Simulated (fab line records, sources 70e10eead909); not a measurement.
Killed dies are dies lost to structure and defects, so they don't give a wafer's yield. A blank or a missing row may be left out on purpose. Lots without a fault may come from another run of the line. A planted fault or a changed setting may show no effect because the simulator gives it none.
Chamber matching | flow nand_harc | NHARC_A_STAIRCASE_TRIM_12 on rie_diel-09: 4 sister chambers
The step chemistry O2, time 211.2 s. 16 wafers are shown with their chamber, then 8 later ones without.

WAFERS WITH THEIR CHAMBER
wafer  | chamber | showerhead_plenum_p_Torr (Torr) | oes_product_au (a.u.) | throttle_valve_pct (%)
L075.1 | 0       | 3.77                            | 1.007                 | 17.045
L075.4 | 1       | 3.58                            | 1.005                 | 17.037
L075.5 | 3       | 3.40                            | 1.013                 | 17.032
L077.3 | 2       | 3.67                            | 1.001                 | 17.015
L077.4 | 3       | 3.40                            | 1.002                 | 17.047
L077.6 | 0       | 3.77                            | 1.000                 | 17.031
L078.2 | 2       | 3.67                            | 1.007                 | 17.018
L078.3 | 0       | 3.77                            | 0.991                 | 17.053
L078.5 | 2       | 3.67                            | 0.994                 | 17.050
L083.1 | 0       | 3.75                            | 0.997                 | 17.032
L083.3 | 2       | 3.65                            | 1.006                 | 17.030
L083.5 | 3       | 3.38                            | 0.999                 | 17.032
L093.3 | 3       | 3.37                            | 1.001                 | 17.046
L093.4 | 1       | 3.55                            | 1.022                 | 17.031
L093.6 | 3       | 3.37                            | 1.018                 | 17.039
L094.1 | 0       | 3.74                            | 0.982                 | 17.044

SIGNATURES (means of the wafers above)
reading                  | chamber 0 | chamber 1 | chamber 2 | chamber 3 | scatter within a chamber
showerhead_plenum_p_Torr | 3.7600    | 3.5650    | 3.6650    | 3.3840    | 0.0143
oes_product_au           | 0.99540   | 1.01350   | 1.00200   | 1.00660   | 0.00861
throttle_valve_pct       | 17.04100  | 17.03400  | 17.02825  | 17.03920  | 0.0105
Rule: a wafer's distance from a chamber is the root of the sum, over the readings, of the square of ((its reading less the chamber's mean) divided by the reading's scatter). The wafer belongs to the nearest chamber; if the next one is less than 2 further off, it can't be placed. The scatter: the root of (the sum of the squares of (reading less its chamber's mean) over the shown wafers, divided by (wafers less chambers)).

WAFERS WITHOUT THEIR CHAMBER
wafer  | showerhead_plenum_p_Torr (Torr) | oes_product_au (a.u.) | throttle_valve_pct (%)
L094.2 | 3.55                            | 1.008                 | 17.032
L094.4 | 3.37                            | 1.001                 | 17.033
L096.2 | 3.36                            | 0.996                 | 17.025
L096.4 | 3.73                            | 0.975                 | 17.041
L096.5 | 3.54                            | 0.999                 | 17.043
L097.2 | 3.63                            | 1.010                 | 17.020
L097.4 | 3.54                            | 1.011                 | 17.021
L097.5 | 3.36                            | 1.003                 | 17.024

WHICH CHAMBER EACH WENT THROUGH
wafer  | from the rows above | in truth
L094.2 | 1                   | 1
L094.4 | 3                   | 3
L096.2 | 3                   | 3
L096.4 | 0                   | 0
L096.5 | 1                   | 1
L097.2 | 2                   | 2
L097.4 | 1                   | 1
L097.5 | 3                   | 3
Placed correctly: 8 of 8. Can't be placed from these rows: 0. Placed wrongly: 0.
